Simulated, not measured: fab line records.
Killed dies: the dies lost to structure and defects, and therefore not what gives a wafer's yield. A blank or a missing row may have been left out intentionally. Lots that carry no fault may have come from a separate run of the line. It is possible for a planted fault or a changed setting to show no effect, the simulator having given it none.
Which of the tools did it? ; flow nand_harc ; 24 lots with 72 wafers sampled at 4 steps, on a route of 1159 steps

## WHAT EACH GAUGE READ, for each wafer
NHARC_A_M0_INSPECT_11. Usual: 32 for raw_defect_count, sd 13.
lot;measured;on;raw_defect_count;flag
L075;day 17 17:52;defect_inspect-01;12 8 13;
L074;day 17 18:17;defect_inspect-02;36 21 34;
L077;day 17 21:25;defect_inspect-02;23 19 32;
L078;day 17 23:13;defect_inspect-01;30 20 22;
L079;day 18 04:58;defect_inspect-02;18 25 18;
L076;day 18 08:10;defect_inspect-02;25 30 26;
L080;day 18 14:13;defect_inspect-01;23 22 14;
L081;day 19 09:11;defect_inspect-01;18 24 25;
L084;day 19 14:10;defect_inspect-01;20 29 34;
L082;day 19 22:37;defect_inspect-02;31 39 33;
L083;day 20 05:19;defect_inspect-02;21 11 15;
L087;day 20 09:48;defect_inspect-01;25 19 30;
L085;day 20 10:57;defect_inspect-02;27 37 25;
L086;day 20 13:59;defect_inspect-01;42 45 37;
L088;day 21 13:04;defect_inspect-01;53 55 41;
L089;day 21 13:28;defect_inspect-01;49 53 54;
L090;day 21 13:42;defect_inspect-02;16 22 21;
L091;day 21 18:29;defect_inspect-02;65 64 69;
L094;day 22 00:04;defect_inspect-01;40 48 41;
L092;day 22 02:28;defect_inspect-02;23 40 29;
L093;day 22 03:22;defect_inspect-02;18 19 18;
L096;day 22 17:05;defect_inspect-01;27 39 41;
L095;day 22 17:30;defect_inspect-01;44 36 35;
L097;day 23 06:25;defect_inspect-02;50 45 39;

NHARC_A_M0_THK_MEAS_24: measures by xrf. Usual: 113.6 nm for thk_nm, sd 1.8.
lot;measured;on;thk_nm (nm);flag
L075;day 17 20:14;film_metro-02;112.7 115.2 115.9;
L074;day 17 20:43;film_metro-01;113.8 112.0 114.1;
L077;day 17 23:49;film_metro-01;113.0 116.7 113.8;
L078;day 18 01:38;film_metro-02;112.6 112.0 111.8;
L079;day 18 07:28;film_metro-02;115.3 116.6 115.4;
L076;day 18 10:32;film_metro-01;112.2 113.3 112.5;
L080;day 18 16:41;film_metro-02;115.1 112.1 114.5;
L081;day 19 11:35;film_metro-01;115.3 113.0 115.3;
L084;day 19 16:36;film_metro-02;111.9 114.7 112.9;
L082;day 20 01:01;film_metro-01;110.5 111.2 113.2;
L083;day 20 07:43;film_metro-01;114.0 114.2 112.6;
L087;day 20 12:25;film_metro-01;110.3 114.7 114.2;
L085;day 20 13:27;film_metro-01;113.3 114.2 117.1;
L086;day 20 16:21;film_metro-02;117.6 118.3 114.3;
L088;day 21 15:26;film_metro-01;117.5 116.8 114.8;
L089;day 21 15:52;film_metro-02;112.3 113.2 114.8;
L090;day 21 16:08;film_metro-02;110.6 113.1 114.3;
L091;day 21 20:53;film_metro-01;110.7 113.5 111.6;
L094;day 22 02:28;film_metro-02;113.8 112.2 115.9;
L092;day 22 04:53;film_metro-02;113.9 113.1 116.3;
L093;day 22 05:50;film_metro-02;116.0 112.6 115.7;
L096;day 22 19:31;film_metro-01;110.3 113.3 112.6;
L095;day 22 19:59;film_metro-01;113.2 115.5 116.3;
L097;day 23 09:06;film_metro-01;114.2 113.1 112.5;

## EACH LOT AND THE TOOL THAT RAN IT (in order: tool; ch and the chambers of the sampled wafers; start)
lot;NHARC_A_BLC_PVD_32;NHARC_A_M0_DEGAS_28
L075;pvd_sputter-01, day 17 17:52 or earlier;pvd_sputter-01, day 17 18:51
L074;pvd_sputter-03, day 17 18:17 or earlier;pvd_sputter-01, day 17 19:16
L077;pvd_sputter-02, day 17 21:25 or earlier;pvd_sputter-01, day 17 22:24
L078;pvd_sputter-01, day 17 23:13 or earlier;pvd_sputter-02, day 18 00:16
L079;pvd_sputter-03, day 18 04:58 or earlier;pvd_sputter-02, day 18 06:04
L076;pvd_sputter-01, day 18 08:10 or earlier;pvd_sputter-03, day 18 09:08
L080;pvd_sputter-03, day 18 14:13 or earlier;pvd_sputter-03, day 18 15:16
L081;pvd_sputter-03, day 19 09:11 or earlier;pvd_sputter-01, day 19 10:11
L084;pvd_sputter-02, day 19 14:10 or earlier;pvd_sputter-02, day 19 15:13
L082;pvd_sputter-02, day 19 22:37 or earlier;pvd_sputter-03, day 19 23:35
L083;pvd_sputter-03, day 20 05:19 or earlier;pvd_sputter-02, day 20 06:17
L087;pvd_sputter-02, day 20 09:48 or earlier;pvd_sputter-02, day 20 10:53
L085;pvd_sputter-02, day 20 10:57 or earlier;pvd_sputter-02, day 20 12:03
L086;pvd_sputter-01, day 20 13:59 or earlier;pvd_sputter-03, day 20 14:57
L088;pvd_sputter-01, day 21 13:04 or earlier;pvd_sputter-03, day 21 14:03
L089;pvd_sputter-02, day 21 13:28 or earlier;pvd_sputter-02, day 21 14:28
L090;pvd_sputter-01, day 21 13:42 or earlier;pvd_sputter-01, day 21 14:44
L091;pvd_sputter-03, day 21 18:29 or earlier;pvd_sputter-01, day 21 19:28
L094;pvd_sputter-02, day 22 00:04 or earlier;pvd_sputter-01, day 22 01:04
L092;pvd_sputter-01, day 22 02:28 or earlier;pvd_sputter-02, day 22 03:30
L093;pvd_sputter-02, day 22 03:22 or earlier;pvd_sputter-02, day 22 04:23
L096;pvd_sputter-03, day 22 17:05 or earlier;pvd_sputter-02, day 22 18:07
L095;pvd_sputter-02, day 22 17:30 or earlier;pvd_sputter-03, day 22 18:35
L097;pvd_sputter-03, day 23 06:25 or earlier;pvd_sputter-03, day 23 07:25
- NHARC_A_BLC_PVD_32: deposits Ti, target thk 5 nm, time 17.7 s.
- NHARC_A_M0_DEGAS_28: time 60 s.

## WHAT THE TOOLS THEMSELVES READ (means of the sampled wafers that have a number; where no wafer has one, the mark that the record gives instead)
NHARC_A_BLC_PVD_32. Usual: cathode_dc_power_W 5000.0 W, standard deviation 0.93; throttle_valve_pct 29.8 %, standard deviation 1.
lot;tool;cathode_dc_power_W (W);throttle_valve_pct (%);flag
L075;pvd_sputter-01;4998.8;31.4;
L074;pvd_sputter-03;4999.9;30.3;
L077;pvd_sputter-02;5000.7;29.6;
L078;pvd_sputter-01;4999.9;30.8;
L079;pvd_sputter-03;5000.8;30.4;
L076;pvd_sputter-01;5000.5;30.9;
L080;pvd_sputter-03;4999.5;30.1;
L081;pvd_sputter-03;5001.0;30.3;
L084;pvd_sputter-02;5001.0;29.0;
L082;pvd_sputter-02;5000.7;29.4;
L083;pvd_sputter-03;4999.8;30.4;
L087;pvd_sputter-02;4999.8;29.3;
L085;pvd_sputter-02;4999.6;29.1;
L086;pvd_sputter-01;5000.2;29.8;
L088;pvd_sputter-01;5000.2;30.3;
L089;pvd_sputter-02;5000.4;29.4;
L090;pvd_sputter-01;5000.0;29.6;
L091;pvd_sputter-03;4999.6;30.2;
L094;pvd_sputter-02;4999.7;29.1;
L092;pvd_sputter-01;5000.3;31.5;
L093;pvd_sputter-02;4998.8;29.4;
L096;pvd_sputter-03;5000.4;30.3;
L095;pvd_sputter-02;5000.4;28.6;
L097;pvd_sputter-03;5000.0;29.8;

NHARC_A_M0_DEGAS_28. Usual: 311 W for heater_power_w, sd 35.
lot;tool;heater_power_w (W);flag
L075;pvd_sputter-01;326;
L074;pvd_sputter-01;321;
L077;pvd_sputter-01;320;
L078;pvd_sputter-02;298;
L079;pvd_sputter-02;305;
L076;pvd_sputter-03;324;
L080;pvd_sputter-03;331;
L081;pvd_sputter-01;323;
L084;pvd_sputter-02;302;
L082;pvd_sputter-03;317;
L083;pvd_sputter-02;300;
L087;pvd_sputter-02;305;
L085;pvd_sputter-02;308;
L086;pvd_sputter-03;333;
L088;pvd_sputter-03;327;
L089;pvd_sputter-02;290;
L090;pvd_sputter-01;316;
L091;pvd_sputter-01;311;
L094;pvd_sputter-01;278;
L092;pvd_sputter-02;296;
L093;pvd_sputter-02;311;
L096;pvd_sputter-02;310;
L095;pvd_sputter-03;327;
L097;pvd_sputter-03;323;

## THE ANSWER, worked out from the rows above alone
Rule: a lot is off if the mean of its wafers that have a number lies more than 3 standard deviations from the usual mean. Also off: a lot with no number at a reading for which 4 or more lots have one. The other lots that the step has rows for count as sound. After the gauges, taken in route order, come the tools' own readings; for these a lot's mean is taken, as printed above. The first step at which some lot is off is used, and at that step the reading that is off furthest; a lot without a number counts as furthest.
No lot is off on any of the readings shown, so nothing can be concluded from this.

## WHAT THE SIMULATOR HAD INSERTED
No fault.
